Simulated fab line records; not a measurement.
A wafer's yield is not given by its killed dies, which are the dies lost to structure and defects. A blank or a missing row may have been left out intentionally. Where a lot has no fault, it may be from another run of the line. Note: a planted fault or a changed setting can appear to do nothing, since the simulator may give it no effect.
fab line records    flow n5_finfet
record lots=6  wafers=18  last_day=17
route steps=1938 shown DUMMY_GATE@247 SPACER0@258 BEOL_M4@1111 PASSIVATION@1936
lots untouched by any fault: they come from a run of this same line in which no faults occurred
start_h: the number of hours between the record's first day and the start of the first shown wafer of the lot    wait_h: hours since the lot's step before    " same as the row above    L1.1+2: several wafers, shown together as one row    - value missing, or start not given    * or withheld: withheld    < > ~ a bound
route shown NAME@n: a module of which the file shows steps, and the number in the route of the first    usual: mean/standard deviation of fault-free wafers    same: alike in all rows    chamber/n: place in a boat    sites: the reading at each site    _std_site: standard deviation across them    _edge_site: the outer-site mean with the inner-site mean subtracted    radius_mm: for every site, how far away it sits from the centre of the wafer    mask NAME#n: copy n    behind: tool/chamber where the wafer was last shaped    hold: why the lot went on hold/how many hours it stayed there/how the hold came to an end    device: whichever transistor did not switch (one of n, p or np)    end of line: the tests these same wafers got at the end of their route    a step without rows: its recipe alone    killed: count of dies lost to structure and defects at first sort (not the wafer's yield)    map: a wafer's dies, marking killed ones x, the rest . and places with no die _
set.NAME: the setting that was run; set.NAME@STEP: the one run at that earlier step    model.NAME: the simulator's own value behind a step, which no gauge read
lots seen at some steps along the route; tables by step, rows by wafer
services: the hour from which a tool's chamber was out of use, counted from the record's first day as start_h (under 0 if before that day), plus the number of hours and why
## steps
# step N5_DUMMY_GATE_ETCH_23
# recipe chemistry=HBr/Cl2/O2  HBr_flow_sccm=150  Cl2_flow_sccm=80  O2_flow_sccm=12  bias_w=102  target_depth_a=410  time_s=22.3  target=poly-Si  mask_material=SiO2  pressure_mtorr=10  icp_w=800
# usual chamber_pressure_mTorr=10.000/0.0087  drypump_motor_current_A=5.79/0.28  mfc_cl2_sccm=79.99/0.22  oes_product_au=1.004/0.021  throttle_valve_pct=37.0/0.38
lot.wafer  tool       chamber  start_h  wait_h  chamber_pressure_mTorr  drypump_motor_current_A  mfc_cl2_sccm  oes_product_au  rf_hours_counter_h  throttle_valve_pct
L223.1     rie_si-06  1        56.09    0.0     10.015                  5.68                     80.09         1.023           40                  36.6
L223.3     "          0        "        "       9.989                   6.23                     80.11         1.010           150                 37.2
L223.4     "          1        "        "       9.987                   5.68                     79.80         1.022           -                   36.6
L226.4     rie_si-03  0        72.07    0.0     9.987                   5.77                     79.63         0.954           -                   36.7
L226.5     "          2        "        "       9.990                   5.31                     80.20         0.996           -                   36.9
L226.6     "          3        "        "       10.002                  5.99                     80.38         1.025           -                   36.8
L227.1     rie_si-03  0        76.87    0.0     10.011                  5.78                     79.80         0.969           111                 36.7
L227.3     "          3        "        "       9.997                   6.01                     80.40         1.018           57                  36.9
L227.5     "          3        "        "       10.000                  6.02                     80.37         1.019           -                   36.8
L228.1     rie_si-01  3        82.72    0.0     9.997                   5.99                     80.40         1.004           7                   37.1
L228.3     "          2        "        "       10.021                  6.16                     79.96         1.003           156                 37.1
L228.6     "          1        "        "       10.008                  5.85                     79.99         0.990           -                   37.8
L242.2     rie_si-06  3        168.54   0.0     9.998                   5.54                     79.81         1.020           6                   37.5
L242.3     "          0        "        "       10.000                  6.24                     79.80         0.992           152                 37.2
L242.6     "          0        "        "       10.008                  6.23                     80.02         1.015           -                   37.2
L245.4     rie_si-06  1        184.57   0.0     10.008                  5.69                     80.19         1.011           43                  36.6
L245.5     "          3        "        "       9.991                   5.55                     79.90         1.022           -                   37.5
L245.6     "          2        "        "       10.013                  5.52                     79.67         1.021           -                   36.2
# step N5_DUMMY_GATE_ETCH_44
# recipe chemistry=HBr/O2  over_etch_frac=0.7  target_depth_a=1275  stop_on=SiO2  ion_energy_ev=60  bias_w=20  target=poly-Si  mask_material=SiO2  pressure_mtorr=20  icp_w=400  HBr_flow_sccm=120  O2_flow_sccm=10
# usual chamber_pressure_mTorr=20.000/0.019  drypump_motor_current_A=5.79/0.28  oes_product_au=0.728/0.012  throttle_valve_pct=18.44/0.18
lot.wafer  tool       chamber  start_h  wait_h  chamber_pressure_mTorr  drypump_motor_current_A  oes_product_au  rf_hours_counter_h  throttle_valve_pct
L223.1     rie_si-06  1        56.15    0.0     20.001                  5.67                     0.740           40                  18.40
L223.3     "          0        "        "       19.982                  6.26                     0.735           150                 18.75
L223.4     "          1        "        "       20.014                  5.68                     0.736           -                   18.39
L226.4     rie_si-03  0        72.13    0.0     20.016                  5.78                     0.707           -                   18.27
L226.5     "          2        "        "       19.975                  5.32                     0.712           -                   18.16
L226.6     "          3        "        "       20.023                  5.96                     0.742           -                   18.50
L227.1     rie_si-03  0        76.93    0.0     20.016                  5.79                     0.711           111                 18.27
L227.3     "          3        "        "       19.982                  6.02                     0.757           57                  18.51
L227.5     "          3        "        "       19.975                  6.02                     0.753           -                   18.52
L228.1     rie_si-01  3        82.78    0.0     19.974                  6.02                     0.718           7                   18.61
L228.3     "          2        "        "       19.994                  6.21                     0.744           156                 18.54
L228.6     "          1        "        "       20.025                  5.83                     0.747           -                   18.62
L242.2     rie_si-06  3        168.59   0.0     19.987                  5.54                     0.736           6                   18.53
L242.3     "          0        "        "       20.002                  6.27                     0.743           152                 18.75
L242.6     "          0        "        "       20.016                  6.21                     0.754           -                   18.74
L245.4     rie_si-06  1        184.63   0.0     19.992                  5.68                     0.747           43                  18.37
L245.5     "          3        "        "       20.005                  5.53                     0.735           -                   18.53
L245.6     "          2        "        "       19.995                  5.47                     0.741           -                   18.14
# step N5_DUMMY_GATE_CD_MEAS_24
# recipe target_cd_nm=15
# usual cd_nm=15.0/0.49
lot.wafer  tool       chamber  start_h  wait_h  cd_nm
L223.1     cd_sem-02  -        56.26    0.1     15.0
L223.3     "          -        "        "       15.1
L223.4     "          -        "        "       15.3
L226.4     cd_sem-03  -        72.21    0.0     15.6
L226.5     "          -        "        "       15.6
L226.6     "          -        "        "       15.1
L227.1     cd_sem-03  -        77.04    0.1     14.4
L227.3     "          -        "        "       15.2
L227.5     "          -        "        "       14.4
L228.1     cd_sem-03  -        82.89    0.1     14.2
L228.3     "          -        "        "       14.9
L228.6     "          -        "        "       14.5
L242.2     cd_sem-01  -        168.71   0.1     15.0
L242.3     "          -        "        "       15.3
L242.6     "          -        "        "       15.7
L245.4     cd_sem-01  -        184.75   0.1     15.3
L245.5     "          -        "        "       15.4
L245.6     "          -        "        "       15.0
# step N5_DUMMY_GATE_ETCH_42
# recipe chemistry=CHF3/O2  target=SiO2  target_depth_a=35  time_s=31  ion_energy_ev=30  bias_w=12  pressure_mtorr=30  source_w=600  Ar_flow_sccm=200  CHF3_flow_sccm=50  O2_flow_sccm=5
# step N5_DUMMY_GATE_STRIP_48
# recipe chemistry=N2/H2  time_s=20  power_w=100  temp_c=40  pressure_mtorr=100  rf_frequency_hz=6e+07  bias_power_w=3  n2_flow_sccm=300  h2_flow_sccm=300
# usual chamber_pressure_mTorr=100.01/0.088  drypump_motor_current_A=5.8/0.34  oes_product_au=0.81/0.076  rf_vpp_V=45.4/0.92  showerhead_plenum_p_Torr=3.34/0.15  throttle_valve_pct=12.15/0.28
lot.wafer  tool         chamber  start_h  wait_h  chamber_pressure_mTorr  drypump_motor_current_A  oes_product_au  rf_hours_counter_h  rf_vpp_V  showerhead_plenum_p_Torr  throttle_valve_pct
L223.1     rie_diel-05  1        56.41    0.0     100.01                  5.5                      0.75            171                 45.6      3.23                      12.58
L223.3     "            2        "        "       100.07                  6.0                      0.80            99                  45.3      3.15                      11.96
L223.4     "            0        "        "       100.19                  5.5                      0.93            22                  45.7      3.30                      11.64
L226.4     rie_diel-05  1        72.30    0.0     100.10                  5.5                      0.74            175                 45.9      3.23                      12.58
L226.5     "            2        "        "       100.10                  6.0                      0.78            -                   45.5      3.15                      11.98
L226.6     "            1        "        "       99.90                   5.5                      0.75            -                   46.1      3.23                      12.58
L227.1     rie_diel-02  0        77.14    0.0     100.05                  5.2                      0.79            120                 45.1      3.37                      11.98
L227.3     "            2        "        "       99.83                   5.7                      0.89            33                  47.3      3.60                      12.16
L227.5     "            2        "        "       100.15                  5.7                      0.89            -                   45.5      3.60                      12.15
L228.1     rie_diel-06  1        83.19    0.0     100.03                  5.8                      0.74            185                 46.9      3.22                      12.42
L228.3     "            3        "        "       99.99                   6.4                      0.70            244                 45.8      3.34                      12.21
L228.6     "            3        "        "       99.93                   6.5                      0.69            -                   46.5      3.34                      12.19
L242.2     rie_diel-02  0        168.87   0.0     99.97                   5.2                      0.76            149                 46.6      3.35                      12.07
L242.3     "            2        "        "       99.87                   5.7                      0.84            60                  45.5      3.58                      12.23
L242.6     "            2        "        "       100.05                  5.7                      0.86            -                   46.4      3.58                      12.21
L245.4     rie_diel-02  1        184.84   0.0     100.04                  6.0                      0.68            200                 45.4      3.18                      12.22
L245.5     "            2        "        "       99.99                   5.7                      0.84            -                   45.8      3.58                      12.24
L245.6     "            3        "        "       100.00                  6.2                      0.83            -                   45.3      3.26                      11.89
# step N5_DUMMY_GATE_PRECLEAN_33
# recipe chemistry=dHF  time_s=10  dilution=750:1  temp_c=25
# step N5_DUMMY_GATE_PRECLEAN_25
# recipe chemistry=O3/DIW  time_s=45  temp_c=22  o3_ppm=10
# step N5_DUMMY_GATE_PRECLEAN_51
# recipe chemistry=SC2  time_s=45  temp_c=35  mix=1:1:50
# step N5_DUMMY_GATE_SRD_26
# recipe dry=ipa_marangoni  time_s=30  temp_c=23  rinse_liquid=diw
# step N5_DUMMY_GATE_UV_OZONE_45
# recipe time_s=120  pressure_torr=760  temp_c=25
# step N5_DUMMY_GATE_INSPECT_27
# recipe inspect_instrument=brightfield  mode=aei
# usual raw_defect_count=313/77
lot.wafer  tool               chamber  start_h  wait_h  raw_defect_count
L223.1     defect_inspect-01  -        56.68    0.0     437
L223.3     "                  -        "        "       380
L223.4     "                  -        "        "       545
L226.4     defect_inspect-01  -        72.49    0.0     347
L226.5     "                  -        "        "       438
L226.6     "                  -        "        "       387
L227.1     defect_inspect-02  -        77.32    0.0     413
L227.3     "                  -        "        "       295
L227.5     "                  -        "        "       469
L228.1     defect_inspect-01  -        83.37    0.0     223
L228.3     "                  -        "        "       224
L228.6     "                  -        "        "       304
L242.2     defect_inspect-02  -        169.06   0.0     273
L242.3     "                  -        "        "       250
L242.6     "                  -        "        "       338
L245.4     defect_inspect-02  -        185.03   0.0     171
L245.5     "                  -        "        "       232
L245.6     "                  -        "        "       306
# step N5_SPACER0_ALD_07
# recipe material=SiNx  target_thk_a=20  temp_c=400  ald_precursor_family=SiH2I2  ald_co_reactant=N2/H2-plasma  pressure_torr=2
# usual chamber_pressure_Torr=2.000/0.0042  heater_power_outer_w=520/39  heater_power_w=840/57
lot.wafer  tool        chamber  start_h  wait_h  chamber_pressure_Torr  heater_power_outer_w  heater_power_w
L223.1     ald_sin-02  2        56.72    0.0     1.989                  504                   903
L223.3     "           3        "        "       1.994                  493                   749
L223.4     "           3        "        "       1.999                  510                   764
L226.4     ald_sin-04  0        73.83    1.3     2.001                  462                   779
L226.5     "           0        "        "       1.997                  472                   803
L226.6     "           3        "        "       2.001                  558                   908
L227.1     ald_sin-04  3        78.39    1.1     1.999                  562                   944
L227.3     "           2        "        "       1.997                  563                   881
L227.5     "           1        "        "       1.998                  559                   804
L228.1     ald_sin-04  2        83.49    0.1     1.995                  550                   863
L228.3     "           0        "        "       1.998                  471                   794
L228.6     "           3        "        "       2.000                  549                   932
L242.2     ald_sin-02  1        169.10   0.0     2.007                  535                   884
L242.3     "           2        "        "       2.002                  513                   936
L242.6     "           1        "        "       2.004                  567                   890
L245.4     ald_sin-03  1        185.95   0.9     2.001                  447                   782
L245.5     "           2        "        "       2.005                  515                   835
L245.6     "           3        "        "       2.007                  533                   854
# step N5_SPACER0_ALD_00
# recipe material=SiOCN  target_thk_a=35  temp_c=400  ald_precursor_family=alkyl-aminosilane  ald_co_reactant=O2/N2-plasma  pulse_time_s=3  purge_time_s=2  co_reactant_purge_time_s=2  ald_cycles=58  pressure_torr=2
# usual ald_cycles=58/0  chamber_pressure_Torr=2.000/0.005  heater_power_w=837/55  precursor_pulse_height_rel=1.001/0.021  pulse_time_s=3/0  purge_time_s=2/0
lot.wafer  tool        chamber  start_h  wait_h  ald_cycles  chamber_pressure_Torr  heater_power_w  precursor_pulse_height_rel  pulse_time_s  purge_time_s
L223.1     ald_sin-02  2        56.87    0.1     58          2.003                  917             0.983                       3             2
L223.3     "           3        "        "       58          1.998                  753             0.992                       3             2
L223.4     "           3        "        "       58          2.001                  761             1.045                       3             2
L226.4     ald_sin-04  0        73.99    0.1     58          2.001                  777             0.999                       3             2
L226.5     "           0        "        "       58          2.004                  783             1.011                       3             2
L226.6     "           3        "        "       58          2.002                  948             0.994                       3             2
L227.1     ald_sin-04  3        78.54    0.1     -           -                      -               -                           -             -
L227.3     "           2        "        "       -           -                      -               -                           -             -
L227.5     "           1        "        "       -           -                      -               -                           -             -
L228.1     ald_sin-04  2        83.64    0.1     -           -                      -               -                           -             -
L228.3     "           0        "        "       -           -                      -               -                           -             -
L228.6     "           3        "        "       -           -                      -               -                           -             -
L242.2     ald_sin-02  1        169.25   0.1     58          1.996                  898             0.986                       3             2
L242.3     "           2        "        "       58          1.998                  919             1.016                       3             2
L242.6     "           1        "        "       58          1.996                  886             0.990                       3             2
L245.4     ald_sin-03  1        186.10   0.1     58          1.998                  809             0.999                       3             2
L245.5     "           2        "        "       58          2.004                  852             0.991                       3             2
L245.6     "           3        "        "       58          1.998                  833             0.999                       3             2
# step N5_SPACER0_ALD_08
# recipe material=SiNx  target_thk_a=20  temp_c=400  ald_precursor_family=SiH2I2  ald_co_reactant=N2/H2-plasma  pressure_torr=2
# usual chamber_pressure_Torr=2.000/0.0042  heater_power_outer_w=521/39  heater_power_w=840/57
lot.wafer  tool        chamber  start_h  wait_h  chamber_pressure_Torr  heater_power_outer_w  heater_power_w
L223.1     ald_sin-02  2        57.13    0.1     1.995                  526                   893
L223.3     "           3        "        "       2.009                  492                   776
L223.4     "           3        "        "       2.001                  496                   761
L226.4     ald_sin-04  0        74.24    0.1     1.999                  466                   786
L226.5     "           0        "        "       1.998                  464                   794
L226.6     "           3        "        "       1.990                  560                   941
L227.1     ald_sin-04  3        78.80    0.1     2.007                  584                   922
L227.3     "           2        "        "       2.006                  557                   912
L227.5     "           1        "        "       1.998                  545                   791
L228.1     ald_sin-04  2        83.90    0.1     2.005                  537                   883
L228.3     "           0        "        "       1.998                  459                   788
L228.6     "           3        "        "       2.001                  551                   946
L242.2     ald_sin-02  1        169.51   0.1     2.003                  543                   879
L242.3     "           2        "        "       2.002                  524                   869
L242.6     "           1        "        "       2.000                  549                   880
L245.4     ald_sin-03  1        186.36   0.1     1.999                  456                   800
L245.5     "           2        "        "       2.003                  528                   826
L245.6     "           3        "        "       2.006                  516                   826
# step N5_BEOL_M4_RC_MEAS_101
# usual DIBL_N=36.2/2  DIBL_P=36.1/2.4  IOFF_N=0.16/0.035  IOFF_P=0.22/0.041  ION_N=675/14  ION_P=465/8.6  SS_N=71.5/0.64  SS_P=73.2/0.76  VT_N=250/3.9  VT_P=-249/3.4
lot.wafer  tool       chamber  start_h  wait_h  DIBL_N[mV/V]  DIBL_P[mV/V]  IOFF_N[nA/um]  IOFF_P[nA/um]  ION_N[uA/um]  ION_P[uA/um]  SS_N[mV/dec]  SS_P[mV/dec]  VT_N[mV]  VT_P[mV]
L223.1     prober-01  0        191.61   0.0     35.4          38.6          0.15           0.26           668           474           71.4          73.7          250       -244
L223.3     "          0        "        "       35.7          37.8          0.16           0.25           668           467           71.7          73.4          252       -247
L223.4     "          0        "        "       31.7          33.9          0.09           0.18           642           460           71.0          72.8          258       -248
L226.4     prober-02  0        199.60   0.5     34.2          33.6          0.11           0.15           656           453           71.0          72.7          256       -254
L226.5     "          0        "        "       31.8          32.2          0.08           0.14           638           450           70.5          72.5          260       -257
L226.6     "          0        "        "       34.7          35.2          0.12           0.17           657           455           70.5          72.9          253       -252
L242.2     prober-02  0        297.49   0.2     38.8          36.9          0.20           0.25           691           469           72.0          74.3          245       -247
L242.3     "          0        "        "       32.2          28.9          0.08           0.14           657           455           70.4          71.8          261       -254
L242.6     "          0        "        "       36.7          33.0          0.15           0.19           660           458           71.9          72.6          251       -251
L245.4     prober-01  0        315.28   0.5     33.0          33.1          0.11           0.15           665           453           70.3          72.6          258       -256
L245.5     "          0        "        "       33.5          33.3          0.12           0.15           671           453           70.7          72.2          255       -256
L245.6     "          0        "        "       34.9          34.8          0.13           0.17           675           459           71.2          73.0          254       -254
# step N5_PASSIVATION_PROBE_49
# usual defect_limited_yield=91.1/1.4  killed_at_M0_to_M3=36/9.9  killed_at_M4_up=13/5.8  killed_at_contacts=14/5.9  killed_at_front_end=39/11  killed_at_other=3.4/2.9  killed_dies=105/17  killed_on_rim=15/3.9  killed_open=70/13  killed_short=34/7.3  sort_bin_5_function=5.3/1  sort_bin_6_memory=3.3/0.62  sort_bin_8_speed=0.01/0.057  sort_n_pass=1075/17  sort_yield_pct=91.1/1.4
# same gross_dies=1180  killed_at_back_side=0  sort_bin_4_leakage[%]=0
lot.wafer  tool       chamber  start_h  wait_h  defect_limited_yield[%]  killed_at_M0_to_M3  killed_at_M4_up  killed_at_contacts  killed_at_front_end  killed_at_other  killed_dies  killed_on_rim  killed_open  killed_short  sort_bin_5_function[%]  sort_bin_6_memory[%]  sort_bin_8_speed[%]  sort_n_pass  sort_yield_pct[%]
L226.4     prober-02  -        306.90   0.2     91.5                     19                  14               21                  35                   11               100          10             61           35            4.8                     3.3                   0                    1080         91.5
L226.5     prober-02  -        306.95   0.2     93.1                     29                  13               15                  19                   6                82           7              55           25            4.4                     2.4                   0.25                 1095         92.8
L226.6     prober-02  -        307.00   0.3     90.7                     54                  8                17                  27                   4                110          13             68           40            5.1                     3.6                   0                    1070         90.7
L228.1     prober-02  -        314.57   0.0     0                        48                  20               14                  1096                 2                1180         152            95           32            96.3                    3.3                   0                    0            0
L228.3     prober-02  -        314.67   0.1     0                        57                  12               14                  1094                 3                1180         152            93           31            96.2                    3.7                   0                    0            0
L228.6     prober-02  -        314.82   0.3     0                        37                  18               10                  1115                 0                1180         152            76           31            96.0                    3.7                   0                    0            0
L227.1     prober-02  -        320.22   0.0     0                        48                  16               3                   1111                 2                1180         152            70           42            95.4                    4.0                   0                    0            0
L227.3     prober-02  -        320.32   0.1     0                        40                  15               10                  1114                 1                1180         152            71           27            96.4                    3.0                   0                    0            0
L227.5     prober-02  -        320.42   0.2     0                        38                  12               17                  1110                 3                1180         152            61           33            96.4                    3.4                   0                    0            0
# killed by level:class
L226.4 MOL_CONTACT_COAG:geometric_particle:open=15 FIN_SAQP:geometric_particle:open=11 FIN_SAQP:geometric_particle:short=6 MOL_CONTACT_COAG:geometric_particle:short=6 BEOL_M0_SAQP:geometric_particle:short=6 BEOL_M0_SAQP:geometric_particle:open=5 BEOL_M2:geometric_particle:open=4 BEOL_M5:geometric_particle:open=4
L226.5 MOL_CONTACT_COAG:geometric_particle:open=10 BEOL_M0_SAQP:geometric_particle:short=9 BEOL_M1:geometric_particle:open=6 STI_FIN_REVEAL:geometric_particle:open=5 MOL_CONTACT_COAG:geometric_particle:short=5 BEOL_M2:geometric_particle:open=5 BEOL_M3:geometric_particle:open=5 FIN_SAQP:geometric_particle:open=4
L226.6 BEOL_M0_SAQP:geometric_particle:short=23 MOL_CONTACT_COAG:geometric_particle:open=14 BEOL_M2:geometric_particle:open=13 BEOL_M0_SAQP:geometric_particle:open=8 STI_FIN_REVEAL:geometric_particle:open=5 BEOL_M1:geometric_particle:open=5 GATE_CUT:geometric_particle:open=4 STARTING-WAFER:geometric_particle:open=4
L228.1 SPACER0:area_ald=1050 FIN_SAQP:geometric_particle:open=15 BEOL_M1:geometric_particle:open=14 MOL_CONTACT_COAG:geometric_particle:open=11 FIN_SAQP:geometric_particle:short=9 BEOL_M4:geometric_particle:open=9 BEOL_M0_SAQP:geometric_particle:short=8 STI_FIN_REVEAL:geometric_particle:open=7
L228.3 SPACER0:area_ald=1055 BEOL_M3:geometric_particle:open=20 FIN_SAQP:geometric_particle:open=17 BEOL_M1:geometric_particle:open=13 MOL_CONTACT_COAG:geometric_particle:open=11 BEOL_M0:geometric_particle:open=8 BEOL_M0_SAQP:geometric_particle:short=7 DUMMY_GATE:geometric_particle:open=5
L228.6 SPACER0:area_ald=1072 BEOL_M1:geometric_particle:open=9 BEOL_M2:geometric_particle:open=9 FIN_SAQP:geometric_particle:open=7 DUMMY_GATE:geometric_particle:open=7 MOL_CONTACT_COAG:geometric_particle:open=7 BEOL_M0_SAQP:geometric_particle:open=7 FIN_SAQP:geometric_particle:short=6
L227.1 SPACER0:area_ald=1067 BEOL_M0_SAQP:geometric_particle:short=14 BEOL_M3:geometric_particle:open=12 BEOL_M0_SAQP:geometric_particle:open=9 STI_FIN_REVEAL:geometric_particle:open=7 BEOL_M1:geometric_particle:open=7 FIN_SAQP:geometric_particle:short=6 DUMMY_GATE:geometric_particle:open=6
L227.3 SPACER0:area_ald=1082 BEOL_M3:geometric_particle:open=11 FIN_SAQP:geometric_particle:open=9 BEOL_M2:geometric_particle:open=9 MOL_CONTACT_COAG:geometric_particle:open=7 STI_FIN_REVEAL:geometric_particle:open=6 BEOL_M0_SAQP:geometric_particle:open=6 BEOL_M1:geometric_particle:open=6
L227.5 SPACER0:area_ald=1086 MOL_CONTACT_COAG:geometric_particle:open=16 BEOL_M3:geometric_particle:open=13 STARTING-WAFER:geometric_particle:short=5 BEOL_M0_SAQP:geometric_particle:short=5 BEOL_M1:geometric_particle:open=5 STI_FIN_REVEAL:geometric_particle:open=4 DUMMY_GATE:geometric_particle:open=4
# map L227.1 (x killed, . not)
_________________xxxxxxxxxxxx________________
______________xxxxxxxxxxxxxxxxxx_____________
___________xxxxxxxxxxxxxxxxxxxxxxxx__________
__________xxxxxxxxxxxxxxxxxxxxxxxxxx_________
________xxxxxxxxxxxxxxxxxxxxxxxxxxxxxx_______
_______xxxxxxxxxxxxxxxxxxxxxxxxxxxxxxxx______
______xxxxxxxxxxxxxxxxxxxxxxxxxxxxxxxxxx_____
_____xxxxxxxxxxxxxxxxxxxxxxxxxxxxxxxxxxxx____
____xxxxxxxxxxxxxxxxxxxxxxxxxxxxxxxxxxxxxx___
___xxxxxxxxxxxxxxxxxxxxxxxxxxxxxxxxxxxxxxxx__
___xxxxxxxxxxxxxxxxxxxxxxxxxxxxxxxxxxxxxxxx__
__xxxxxxxxxxxxxxxxxxxxxxxxxxxxxxxxxxxxxxxxxx_
__xxxxxxxxxxxxxxxxxxxxxxxxxxxxxxxxxxxxxxxxxx_
_xxxxxxxxxxxxxxxxxxxxxxxxxxxxxxxxxxxxxxxxxxxx
_xxxxxxxxxxxxxxxxxxxxxxxxxxxxxxxxxxxxxxxxxxxx
_xxxxxxxxxxxxxxxxxxxxxxxxxxxxxxxxxxxxxxxxxxxx
_xxxxxxxxxxxxxxxxxxxxxxxxxxxxxxxxxxxxxxxxxxxx
_xxxxxxxxxxxxxxxxxxxxxxxxxxxxxxxxxxxxxxxxxxxx
_xxxxxxxxxxxxxxxxxxxxxxxxxxxxxxxxxxxxxxxxxxxx
_xxxxxxxxxxxxxxxxxxxxxxxxxxxxxxxxxxxxxxxxxxxx
_xxxxxxxxxxxxxxxxxxxxxxxxxxxxxxxxxxxxxxxxxxxx
__xxxxxxxxxxxxxxxxxxxxxxxxxxxxxxxxxxxxxxxxxx_
__xxxxxxxxxxxxxxxxxxxxxxxxxxxxxxxxxxxxxxxxxx_
___xxxxxxxxxxxxxxxxxxxxxxxxxxxxxxxxxxxxxxxx__
___xxxxxxxxxxxxxxxxxxxxxxxxxxxxxxxxxxxxxxxx__
____xxxxxxxxxxxxxxxxxxxxxxxxxxxxxxxxxxxxxx___
_____xxxxxxxxxxxxxxxxxxxxxxxxxxxxxxxxxxxx____
______xxxxxxxxxxxxxxxxxxxxxxxxxxxxxxxxxx_____
_______xxxxxxxxxxxxxxxxxxxxxxxxxxxxxxxx______
________xxxxxxxxxxxxxxxxxxxxxxxxxxxxxx_______
__________xxxxxxxxxxxxxxxxxxxxxxxxxx_________
___________xxxxxxxxxxxxxxxxxxxxxxxx__________
______________xxxxxxxxxxxxxxxxxx_____________
_________________xxxxxxxxxxxx________________
# map L228.1 (x killed, . not)
_________________xxxxxxxxxxxx________________
______________xxxxxxxxxxxxxxxxxx_____________
___________xxxxxxxxxxxxxxxxxxxxxxxx__________
__________xxxxxxxxxxxxxxxxxxxxxxxxxx_________
________xxxxxxxxxxxxxxxxxxxxxxxxxxxxxx_______
_______xxxxxxxxxxxxxxxxxxxxxxxxxxxxxxxx______
______xxxxxxxxxxxxxxxxxxxxxxxxxxxxxxxxxx_____
_____xxxxxxxxxxxxxxxxxxxxxxxxxxxxxxxxxxxx____
____xxxxxxxxxxxxxxxxxxxxxxxxxxxxxxxxxxxxxx___
___xxxxxxxxxxxxxxxxxxxxxxxxxxxxxxxxxxxxxxxx__
___xxxxxxxxxxxxxxxxxxxxxxxxxxxxxxxxxxxxxxxx__
__xxxxxxxxxxxxxxxxxxxxxxxxxxxxxxxxxxxxxxxxxx_
__xxxxxxxxxxxxxxxxxxxxxxxxxxxxxxxxxxxxxxxxxx_
_xxxxxxxxxxxxxxxxxxxxxxxxxxxxxxxxxxxxxxxxxxxx
_xxxxxxxxxxxxxxxxxxxxxxxxxxxxxxxxxxxxxxxxxxxx
_xxxxxxxxxxxxxxxxxxxxxxxxxxxxxxxxxxxxxxxxxxxx
_xxxxxxxxxxxxxxxxxxxxxxxxxxxxxxxxxxxxxxxxxxxx
_xxxxxxxxxxxxxxxxxxxxxxxxxxxxxxxxxxxxxxxxxxxx
_xxxxxxxxxxxxxxxxxxxxxxxxxxxxxxxxxxxxxxxxxxxx
_xxxxxxxxxxxxxxxxxxxxxxxxxxxxxxxxxxxxxxxxxxxx
_xxxxxxxxxxxxxxxxxxxxxxxxxxxxxxxxxxxxxxxxxxxx
__xxxxxxxxxxxxxxxxxxxxxxxxxxxxxxxxxxxxxxxxxx_
__xxxxxxxxxxxxxxxxxxxxxxxxxxxxxxxxxxxxxxxxxx_
___xxxxxxxxxxxxxxxxxxxxxxxxxxxxxxxxxxxxxxxx__
___xxxxxxxxxxxxxxxxxxxxxxxxxxxxxxxxxxxxxxxx__
____xxxxxxxxxxxxxxxxxxxxxxxxxxxxxxxxxxxxxx___
_____xxxxxxxxxxxxxxxxxxxxxxxxxxxxxxxxxxxx____
______xxxxxxxxxxxxxxxxxxxxxxxxxxxxxxxxxx_____
_______xxxxxxxxxxxxxxxxxxxxxxxxxxxxxxxx______
________xxxxxxxxxxxxxxxxxxxxxxxxxxxxxx_______
__________xxxxxxxxxxxxxxxxxxxxxxxxxx_________
___________xxxxxxxxxxxxxxxxxxxxxxxx__________
______________xxxxxxxxxxxxxxxxxx_____________
_________________xxxxxxxxxxxx________________
## services
tool         chamber  start_h  hours  kind
rie_diel-05  0        37.71    7.3    repair
ald_sin-04   0        37.74    10.8   repair
rie_diel-05  1        39.67    8.3    repair
rie_si-06    2        50.87    31.8   repair
ald_sin-03   1        51.05    2.6    repair
rie_si-03    1        54.16    1.3    repair
ald_sin-02   1        54.86    2.9    repair
ald_sin-03   0        56.32    12.8   repair
ald_sin-04   2        62.30    2.0    repair
ald_sin-02   -        68.05    1.0    repair
ald_sin-02   -        69.68    6.1    pm
rie_si-03    1        70.86    -      clean
rie_diel-06  2        78.18    2.0    repair
ald_sin-03   -        86.24    14.0   pm
rie_diel-02  3        92.77    4.0    repair
rie_diel-06  3        114.49   7.7    repair
rie_diel-05  1        130.42   3.7    repair
rie_si-01    2        142.10   2.6    repair
rie_si-03    2        177.27   8.2    repair
ald_sin-02   -        178.02   14.0   pm
ald_sin-02   0        178.02   14.0   vent_cycle
ald_sin-02   1        178.02   14.0   vent_cycle
ald_sin-02   2        178.02   14.0   vent_cycle
ald_sin-02   3        178.02   14.0   vent_cycle
## key
first_sign step=N5_SPACER0_ALD_00  reading=tool_record  direction=missing
effect step=N5_PASSIVATION_PROBE_49  reading=killed_at_front_end  direction=up  sigmas=99+  usual=39  struck=1107
more_kills_born_at N5_SPACER0_ALD_00@ald_sin-04=6412
met_at N5_SPACER0_ALD_00
struck_wafers L227.1,L227.3,L227.5,L228.1,L228.3,L228.6
later_rows_left_out L227.1,L227.3,L227.5,L228.1,L228.3,L228.6
onset_between 73.99 78.54
fault kind=skipped_step_whole  tool=ald_sin-04  chamber=-  onset_h=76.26  steps=N5_SPACER0_ALD_00  scope=struck_lots_only
# later_rows_left_out: the simulator's readings of these wafers behind a module that went badly wrong aren't trusted and aren't shown, but for the sort
